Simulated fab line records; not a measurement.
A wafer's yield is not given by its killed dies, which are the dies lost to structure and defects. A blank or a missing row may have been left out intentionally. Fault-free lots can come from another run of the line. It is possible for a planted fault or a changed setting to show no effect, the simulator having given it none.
A lot that was struck, set against a sound lot || flow nand_harc || 15 out of 1159 route steps
Sound: the wafers L774.3, L774.4, L774.6. The struck wafers were L779.2, L779.5, L779.6. At the end, the cause is stated.
Per side, at each step with rows, come the tool, then ch with its chambers, and then its first start. Under that, the readings that differ: sound wafers || struck wafers || difference of the means || sigmas: that difference in standard deviations of wafers without a fault.
alike: words and numbers the same on both sides, and readings whose means are apart by under 2 such deviations; not compared: readings that were withheld, readings missing a value for some wafer, numbers with overlapping values and no deviation given by the record, and bounds like >300 which may hide the same value.
The two part at a step that has a row with sigmas, a row that says differs or no value, or rows on one side only. Numbers that have no deviation but don't overlap get no sigmas and don't part them. A reading that every wafer of one side lacks parts them only if that side has two wafers or more.

first, 2 steps without rows for these wafers: NHARC_P_GATE_PEB_09 (peb time 85 s); NHARC_P_GATE_DEVELOP_10 (time 70 s).
NHARC_P_GATE_CD_MEAS_11: target cd 1640 nm.
  sound on cd_sem-02 ch 0, day 4 03:41; struck on cd_sem-01 ch 0, day 5 06:48
  alike: cd_nm
then, 1 step without rows for these wafers: NHARC_P_GATE_HARDBAKE_12 (time 80 s).
NHARC_P_GATE_DESCUM_13: chemistry O2, time 3 s.
  sound on rie_diel-01 ch 1,2, day 4 03:50; struck on rie_diel-07 ch 2,3, day 5 07:05
  alike: drypump_motor_current_A, oes_product_au, rf_vpp_V, showerhead_plenum_p_Torr, throttle_valve_pct
  not compared: rf_hours_counter_h
then, 6 steps without rows for these wafers: NHARC_P_GATE_ETCH_14 (etches SiO2 in dHF, target depth 48.8 nm); NHARC_P_GATE_STRIP_15 (strips in SPM, time 780 s); NHARC_P_GATE_PRECLEAN_71 (cleans in SC1); NHARC_P_GATE_SRD_72; NHARC_P_GATE_OXIDE_16 (material SiO2, target thk 3 nm, ox time 392 s); NHARC_P_GATE_CVD_17 (deposits poly-Si, target thk 150 nm, time 900 s).
NHARC_P_GATE_HM_DEP_102: deposits aC, target thk 120 nm.
  sound on acl_dep-03 ch 0, day 4 17:26; struck on acl_dep-02 ch 0, day 5 20:40
  alike: throttle_valve_pct
NHARC_P_GATE_DEP_103: deposits SiON, target thk 30 nm.
  sound on pecvd-02 ch 0,2, day 4 17:55; struck on pecvd-01 ch 1,2, day 5 21:40
  alike: heater_power_w, rf_fwd_power_W
then, 1 step without rows for these wafers: NHARC_P_GATE_DEHYDRATE_18 (time 120 s).
-- the record jumps here: 14 days lie between the struck wafers' starts before and after (it left off in module P_GATE and takes up again in module END, whose first step shown is number 1159 of the route) --
NHARC_END_SORT_01:
  sound on prober-02 ch 0, day 20 09:23; struck on prober-02 ch 0, day 19 23:18
{"reading": "killed_at_periphery", "sound": "8 4 10", "struck": "1 0 2", "difference": -6, "sigmas": -2}
  alike: killed_at_array, killed_at_other, killed_dies, killed_open, killed_short

== WHERE THEY PART ==
Only at NHARC_END_SORT_01, as far as this record shows.

WHY: what had been put in by the simulator
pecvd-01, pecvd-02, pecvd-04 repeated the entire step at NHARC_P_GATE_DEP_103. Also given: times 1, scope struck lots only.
